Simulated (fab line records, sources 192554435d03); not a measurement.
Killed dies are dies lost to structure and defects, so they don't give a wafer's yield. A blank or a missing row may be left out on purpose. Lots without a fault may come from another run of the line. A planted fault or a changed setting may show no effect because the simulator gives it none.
fab line records | flow n5_finfet
record lots=7 wafers=39
route steps=1938 shown FIN_CUT@169 DUMMY_GATE@237 SPACER0@259 MOL_CONTACT_COAG@610
start_h: hours from the record's first day to the start of the lot's first wafer shown | wait_h: hours since the lot's step before | " the same as in the row above | L1.1+2: a row that stands for several wafers | - no value, or no start given | * or withheld: withheld | < > ~ a bound
route shown NAME@n: a module of which the file shows steps, and the number in the route of the first | usual: mean/standard deviation of fault-free wafers | same: alike in all rows | chamber/n: place in a boat | sites: the reading at each site | _std_site: their standard deviation | _edge_site: outer sites' mean less inner sites' | radius_mm: how far each site lies from the wafer's centre | mask NAME#n: copy n | behind: the tool/chamber that last shaped the wafer | hold: why the lot was held/for how many hours/how that ended | device: the transistor (n, p or np) that didn't switch | end of line: the same wafers' tests at the end of the route | a step without rows: its recipe alone | killed: dies lost to structure and defects at the first sort, not the wafer's yield | map: a wafer's dies, x killed, . not, _ none there
set.NAME: the setting as run; set.NAME@STEP: as run at that earlier step | model.NAME: the simulator's own value behind a step, which no gauge read
lots whose settings were changed on purpose; a table a step, a row a wafer
## steps
# step N5_FIN_CUT_ETCH_21
# recipe chemistry=N2/H2 target=SOC target_depth_a=2190 overetch_a=438 mask_material=SiARC temp_c=40 ion_energy_ev=100 bias_w=61 time_s=523.5 pressure_mtorr=30 source_w=850 n2_flow_sccm=200 h2_flow_sccm=200
# columns lot.wafer tool chamber start_h wait_h set.time_s model.SiARC_of_FIN_CUT_COAT_19.thk_nm
L074.1+5+6 rie_diel-04 3,2,3 28.58 0.0 523.5 11.8
L074.2 " 1 " " 523.5 11.6
L074.3 " 0 " " 523.5 12.2
L074.4 " 2 " " 523.5 12
L086.1+3 rie_diel-05 1,0 100.79 0.0 523.5 11.6
L086.2 " 3 " " 523.5 12
L086.4+6 " 2 " " 523.5 11.8
L086.5 " 1 " " 523.5 11.4
L088.1+6 rie_diel-03 2,0 110.57 0.0 610.2 10.6
L088.2+5 " 3 " " 523.5 12
L088.3 " 0 " " 523.5 11.8
L088.4 " 2 " " 610.2 10.4
L091.1+3+5 rie_diel-04 3,1,1 129.90 0.0 479.4 12.4
L091.2+4 " 2,0 " " 523.5 12
L091.6 " 0 " " 523.5 12.2
L092.1+3+5 rie_diel-03 2,3,2 135.99 0.0 523.5 11.8
L092.2+4+6 " 0,1,1 " " 523.5 12
L094.2+6 rie_diel-04 3 148.92 0.0 523.5 11.8
L094.4 " 2 " " 523.5 12
L096.1+4+5 rie_diel-03 0,2,0 159.09 0.0 405.5 13.8
L096.2+3 " 3,1 " " 523.5 12
L096.6 " 3 " " 523.5 11.8
# step N5_DUMMY_GATE_ETCH_37
# recipe chemistry=N2/H2 target=SOC target_depth_a=600 overetch_a=300 temp_c=40 ion_energy_ev=200 pressure_mtorr=30 source_w=840 bias_w=150 n2_flow_sccm=200 h2_flow_sccm=200
# usual rf_vpp_V=524.4/2.8
# columns lot.wafer tool chamber start_h wait_h set.source_w rf_vpp_V
L074.1 rie_diel-05 3 47.28 0.0 915.3 509.3
L074.2 " 0 " " 840 522.3
L074.3 " 1 " " 915.3 512.4
L074.4 " 2 " " 840 528.6
L074.5 " 2 " " 840 529.1
L074.6 " 3 " " 915.3 508.8
L086.1 rie_diel-03 2 120.28 0.0 840 525.2
L086.2 " 0 " " 840 523.7
L086.3 " 1 " " 840 520.5
L086.4 " 2 " " 840 524.8
L086.5 " 1 " " 840 519.9
L086.6 " 0 " " 840 524.0
L088.1 rie_diel-04 1 129.63 0.0 840 522.0
L088.2 " 0 " " 909.6 511.1
L088.3 " 2 " " 840 527.3
L088.4 " 3 " " 909.6 506.4
L088.5 " 2 " " 909.6 512.3
L088.6 " 1 " " 840 522.5
L091.1 rie_diel-05 0 148.29 0.0 729.7 547.8
L091.2 " 2 " " 840 528.6
L091.3 " 3 " " 729.7 547.8
L091.4 " 1 " " 729.7 551.5
L091.5 " 0 " " 840 521.6
L091.6 " 3 " " 840 522.6
L092.1 rie_diel-05 0 157.23 0.0 970.1 497.1
L092.2 " 2 " " 840 527.2
L092.3 " 3 " " 970.1 497.6
L092.4 " 1 " " 840 529.6
L092.5 " 1 " " 970.1 502.9
L092.6 " 0 " " 840 522.2
L094.2 rie_diel-05 3 167.97 0.0 840 523.7
L094.4 " 1 " " 840 527.8
L094.6 " 0 " " 840 523.0
L096.1 rie_diel-05 2 177.63 0.0 971.8 503.4
L096.2 " 1 " " 840 529.9
L096.3 " 3 " " 840 521.8
L096.4 " 0 " " 840 520.8
L096.5 " 2 " " 971.8 503.6
L096.6 " 3 " " 971.8 498.4
# step N5_SPACER0_ALD_00
# recipe material=SiOCN target_thk_a=35 temp_c=400 ald_precursor_family=alkyl-aminosilane ald_co_reactant=O2/N2-plasma pulse_time_s=3 purge_time_s=2 co_reactant_purge_time_s=2 ald_cycles=58 pressure_torr=2
# columns lot.wafer tool chamber start_h wait_h set.ald_cycles model.SiOCN_of_SPACER0_ALD_00.thk_nm
L074.1+3+5+6 ald_sin-02 2,0,1,2 49.16 0.1 58 3.6
L074.2+4 " 1,3 " " 58 3.4
L086.1+3+6 ald_sin-04 2,3,1 121.65 0.1 52 3.2
L086.2+4 " 0,1 " " 58 3.4
L086.5 " 0 " " 58 3.6
L088.1 ald_sin-04 0 130.88 0.1 58 3.4
L088.2+3+4+5+6 " 2,1,3,0,3 " " 58 3.6
L091.1+4+5 ald_sin-01 2,1,2 149.66 0.1 49 3
L091.2+6 " 3,1 " " 58 3.6
L091.3 " 0 " " 58 3.4
L092.1 ald_sin-01 0 158.43 0.1 58 3.4
L092.2+3+4+5+6 " 2,3,1,1,2 " " 58 3.6
L094.2+4+6 ald_sin-02 1,2,0 169.23 0.1 58 3.4
L096.1+2+3+4+5+6 ald_sin-04 1,3,2,0,3,0 178.83 0.1 58 3.6
# step N5_MOL_CONTACT_COAG_ETCH_67
# recipe chemistry=N2/H2 target=SOC target_depth_a=600 overetch_a=210 mask_material=SiARC temp_c=40 time_s=101.2 ion_energy_ev=200 pressure_mtorr=30 source_w=840 bias_w=150 n2_flow_sccm=200 h2_flow_sccm=200
# usual rf_vpp_V=524.7/2.7
# columns lot.wafer tool chamber start_h wait_h set.source_w rf_vpp_V model.SiARC_of_MOL_CONTACT_COAG_COAT_63.thk_nm
L074.1 rie_diel-06 3 99.62 0.0 840 524.0 5.8
L074.2 " 1 " " 840 522.0 6
L074.3 " 2 " " 698.6 559.7 6.2
L074.4 " 1 " " 698.6 555.5 6.4
L074.5 " 3 " " 698.6 557.4 6.2
L074.6 " 2 " " 840 526.5 5.8
L086.1 rie_diel-02 1 173.09 0.0 840 526.7 5.8
L086.2 " 2 " " 840 526.4 5.8
L086.3 " 3 " " 696.1 554.9 6.2
L086.4 " 2 " " 696.1 560.1 6.2
L086.5 " 3 " " 840 521.5 5.8
L086.6 " 1 " " 696.1 560.2 6.2
L088.1 rie_diel-01 1 182.41 0.0 770.2 541.5 6
L088.2 " 3 " " 840 526.6 5.8
L088.3 " 0 " " 770.2 537.0 6.2
L088.4 " 2 " " 840 526.6 5.8
L088.5 " 1 " " 770.2 542.9 6
L088.6 " 0 " " 840 520.0 6
L091.1 rie_diel-06 0 202.06 0.0 780.5 534.8 6
L091.2 " 1 " " 840 523.4 6
L091.3 " 3 " " 780.5 536.5 6
L091.4 " 2 " " 840 525.8 5.8
L091.5 " 3 " " 780.5 536.9 6
L091.6 " 0 " " 840 522.4 5.8
L092.1 rie_diel-01 3 212.66 0.0 706.6 557.7 6.2
L092.2 " 0 " " 706.6 550.9 6.4
L092.3 " 2 " " 840 525.8 6
L092.4 " 1 " " 840 528.1 5.8
L092.5 " 2 " " 706.6 557.5 6.4
L092.6 " 1 " " 840 527.1 5.8
L094.2 rie_diel-06 3 220.83 0.0 840 524.0 5.8
L094.4 " 2 " " 840 526.4 5.8
L094.6 " 0 " " 840 522.4 5.8
L096.1 rie_diel-06 2 232.08 0.0 840 525.8 5.8
L096.2 " 0 " " 739.1 545.2 6
L096.3 " 3 " " 739.1 548.7 6.2
L096.4 " 1 " " 840 521.5 5.8
L096.5 " 0 " " 739.1 544.8 6
L096.6 " 1 " " 840 520.5 6
## key
split step=N5_FIN_CUT_ETCH_21 setting=time_s stated=523.5 by=wafer
response step=N5_FIN_CUT_ETCH_21 reading=model.SiARC_of_FIN_CUT_COAT_19.thk_nm change=-0.0798 per=1% r=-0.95
split step=N5_DUMMY_GATE_ETCH_37 setting=source_w stated=840 by=wafer
response step=N5_DUMMY_GATE_ETCH_37 reading=rf_vpp_V change=-1.68 per=1% r=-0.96
split step=N5_SPACER0_ALD_00 setting=ald_cycles stated=58 by=wafer
response step=N5_SPACER0_ALD_00 reading=model.SiOCN_of_SPACER0_ALD_00.thk_nm change=+0.0317 per=1% r=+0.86
split step=N5_MOL_CONTACT_COAG_ETCH_67 setting=source_w stated=840 by=wafer
response step=N5_MOL_CONTACT_COAG_ETCH_67 reading=rf_vpp_V change=-1.91 per=1% r=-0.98
response step=N5_MOL_CONTACT_COAG_ETCH_67 reading=model.SiARC_of_MOL_CONTACT_COAG_COAT_63.thk_nm change=-0.0238 per=1% r=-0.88
